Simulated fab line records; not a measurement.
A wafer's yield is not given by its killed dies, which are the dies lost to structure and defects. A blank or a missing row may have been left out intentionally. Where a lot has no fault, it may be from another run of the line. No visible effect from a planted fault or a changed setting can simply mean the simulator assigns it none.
Matching of chambers	flow n5-finfet	4 sister chambers for N5_DUMMY_GATE_TRIM_49 on rie-si-04
The step chemistry O2, time 29 s, target cd 14 nm. 18 wafers are shown with their chamber, then 9 later ones without.

## WAFERS, EACH WITH ITS CHAMBER
wafer	chamber	drypump-motor-current-A (A)	throttle-valve-pct (%)	oes-product-au (a.u.)
L075.2	1	6.0	8.04	1.026
L075.4	0	6.0	8.27	1.038
L075.6	3	6.4	8.10	1.016
L079.1	1	6.0	8.03	1.015
L079.2	2	5.4	8.20	0.965
L079.6	0	6.1	8.29	1.026
L081.3	3	6.4	8.11	1.008
L081.4	0	6.1	8.27	1.036
L081.5	1	6.0	8.03	1.024
L085.1	1	6.0	8.03	1.014
L085.2	0	6.1	8.28	1.041
L085.6	2	5.4	8.22	0.974
L086.3	2	5.4	8.22	0.977
L086.4	0	6.0	8.29	1.037
L086.5	2	5.4	8.21	0.970
L089.1	1	6.0	8.04	1.024
L089.3	0	6.0	8.28	1.044
L089.4	3	6.4	8.12	1.009

SIGNATURES, as means of the wafers listed above
reading	chamber 0	chamber 1	chamber 2	chamber 3	scatter within a chamber
drypump-motor-current-A	6.050	6.000	5.400	6.400	0.0327
throttle-valve-pct	8.2800	8.0340	8.2125	8.1100	0.00843
oes-product-au	1.03700	1.02060	0.97150	1.01100	0.00557
Rule: distance of a wafer from a chamber = root of the sum over the readings of ((wafer's reading minus chamber's mean) / reading's scatter) squared. The wafer belongs to the nearest chamber; if the next one is less than 2 further off, it can't be placed. The scatter: take each reading less its chamber's mean, square it, sum over the shown wafers, divide by the number of wafers less the number of chambers, and take the root.

## WAFERS WITH NO CHAMBER GIVEN
wafer	drypump-motor-current-A (A)	throttle-valve-pct (%)	oes-product-au (a.u.)
L094.1	6.0	8.04	1.024
L094.5	6.4	8.11	1.018
L094.6	6.0	8.28	1.037
L096.1	6.0	8.29	1.038
L096.3	5.4	8.22	0.977
L096.5	6.0	8.27	1.030
L097.1	6.0	8.05	1.024
L097.2	6.4	8.13	1.021
L097.3	5.4	8.19	0.984

## THE CHAMBER EACH PASSED THROUGH
wafer	from the rows above	in truth
L094.1	1	1
L094.5	3	3
L094.6	0	0
L096.1	0	0
L096.3	2	2
L096.5	0	0
L097.1	1	1
L097.2	3	3
L097.3	2	2
Correct placement for 9 of the 9. Number that these rows cannot place: 0. Placed wrongly: 0.
